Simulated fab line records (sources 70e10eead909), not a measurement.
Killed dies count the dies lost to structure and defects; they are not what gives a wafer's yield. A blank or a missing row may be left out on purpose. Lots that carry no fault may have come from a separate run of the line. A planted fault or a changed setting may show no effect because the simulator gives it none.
Matching of chambers -- flow nand-harc -- rie-diel-06 running NHARC_A_CONTACT_DESCUM_13: 4 sister chambers
The step chemistry O2, time 3 s. 4 wafers are shown with their chamber, then 8 later ones without.

EACH WAFER AND ITS CHAMBER
wafer,chamber,drypump-motor-current-A (A)
L088.1,3,6.4
L088.2,1,5.1
L088.4,2,5.8
L090.1,0,5.6

WAFERS MISSING THEIR CHAMBER
wafer,drypump-motor-current-A (A)
L090.3,5.1
L090.5,5.1
L091.4,5.1
L091.5,6.4
L091.6,5.6
L095.3,5.1
L095.5,6.4
L095.6,5.9

WHICH CHAMBER EACH WENT THROUGH
wafer,from the rows above,in truth
L090.3,1,1
L090.5,1,1
L091.4,1,1
L091.5,3,3
L091.6,0,0
L095.3,1,1
L095.5,3,3
L095.6,2,2
Correctly placed: 8 of 8. Not placeable from these rows: 0. Wrongly placed: 0.
How it was worked out, from the rows above alone: a wafer's distance from a chamber is the root of the sum, over the readings, of the square of ((its reading less the chamber's mean) divided by the reading's scatter). The wafer belongs to the nearest chamber; if the next one is less than 2 further off, it can't be placed. A chamber's mean is the mean of its shown wafers. The scatter: with one shown wafer a chamber, the root of the mean of the squares of how far each hidden wafer lies from its nearest shown one.
